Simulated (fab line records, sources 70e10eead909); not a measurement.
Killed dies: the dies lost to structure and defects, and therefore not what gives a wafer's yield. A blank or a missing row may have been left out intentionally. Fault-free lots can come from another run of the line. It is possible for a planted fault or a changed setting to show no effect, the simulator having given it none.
A struck lot beside a sound one    flow nand-harc    14 out of 1159 route steps
Sound: wafers L388.1, L388.3, L388.5. Struck: wafer L392.6. The cause comes at the end.
At each step with rows: each side's tool, then ch and its chambers, then its first start. Under that, the readings that differ: sound wafers    struck wafers    difference of the means    sigmas: that difference in standard deviations of wafers without a fault.
alike: words and numbers the same on both sides, and readings whose means are apart by under 2 such deviations; not compared: readings that were withheld, readings missing a value for some wafer, numbers with overlapping values and no deviation given by the record, and bounds like >300 which may hide the same value.
A row with sigmas, a row that says differs or no value, or rows on one side alone: a step with any of these is where the two part. Numbers that have no deviation but don't overlap get no sigmas and don't part them. A reading that every wafer of one side lacks parts them only if that side has two wafers or more.

first, 8 steps without rows for these wafers: NHARC_A_CONTACT_COAT_61 (time 75 s); NHARC_A_CONTACT_COAT_62 (time 65 s); NHARC_A_CONTACT_COAT_63 (resist thk 90 nm); NHARC_A_CONTACT_SOFTBAKE_64 (time 55 s); NHARC_A_CONTACT_EBR_65; NHARC_A_CONTACT_EXPOSE_66 (exposes mask A CC 2); NHARC_A_CONTACT_PEB_67 (peb time 65 s); NHARC_A_CONTACT_DEVELOP_68 (develop time 35 s).
NHARC_A_CONTACT_CD_MEAS_69 targets a cd of 200 nm.
  sound on cd-sem-03 ch 0, day 17 02:59; struck on cd-sem-02 ch 0, day 18 08:38
reading     sound              struck  difference  sigmas
cd-nm (nm)  199.2 198.8 199.6  200.9   +1.7        +3
NHARC_A_CONTACT_OVL_MEAS_70:
  sound on overlay-01 at day 17 03:04; struck on overlay-01 at day 18 08:43
  alike: overlay-x-nm, overlay-y-nm
NHARC_A_CONTACT_INSPECT_71:
  sound on defect-inspect-02 at day 17 03:06; struck on defect-inspect-01 at day 18 08:45
  alike: raw-defect-count
NHARC_A_CONTACT_DESCUM_74: chemistry O2, time 3 s.
  sound on rie-diel-02 ch 0,1,2, day 17 03:14; struck on rie-diel-02 ch 2, day 18 08:50
reading       sound           struck  difference  sigmas
rf-vpp-V (V)  56.2 57.5 58.9  55.6    -1.9        -2
  alike: drypump-motor-current-A, oes-product-au, showerhead-plenum-p-Torr, throttle-valve-pct
  not compared: rf-hours-counter-h
NHARC_A_CONTACT_ETCH_75: etches the open film in CF4, target depth 39 nm, time 65 s.
  sound on rie-diel-02 ch 0,3, day 17 03:18; struck on rie-diel-02 ch 1, day 18 08:55
reading           sound           struck  difference  sigmas
run-length-s (s)  86.1 86.8 86.0  71.9    -14.4       -31
  alike: drypump-motor-current-A, oes-product-au, rf-vpp-V, showerhead-plenum-p-Torr, throttle-valve-pct
  not compared: rf-hours-counter-h
NHARC_A_CONTACT_ETCH_76: etches the open film in N2/H2, target depth 260 nm, time 475.3 s.
  sound: rie-diel-02 ch 1,2; struck: rie-diel-02 ch 0
  alike: drypump-motor-current-A, oes-product-au, rf-vpp-V, run-length-s, showerhead-plenum-p-Torr, throttle-valve-pct
  not compared: rf-hours-counter-h

WHERE THEY PART
First at NHARC_A_CONTACT_CD_MEAS_69; last, within this record, at NHARC_A_CONTACT_ETCH_75. Later steps at which nothing parts them and some readings are alike: NHARC_A_CONTACT_ETCH_76.

WHY: what the simulator had put in
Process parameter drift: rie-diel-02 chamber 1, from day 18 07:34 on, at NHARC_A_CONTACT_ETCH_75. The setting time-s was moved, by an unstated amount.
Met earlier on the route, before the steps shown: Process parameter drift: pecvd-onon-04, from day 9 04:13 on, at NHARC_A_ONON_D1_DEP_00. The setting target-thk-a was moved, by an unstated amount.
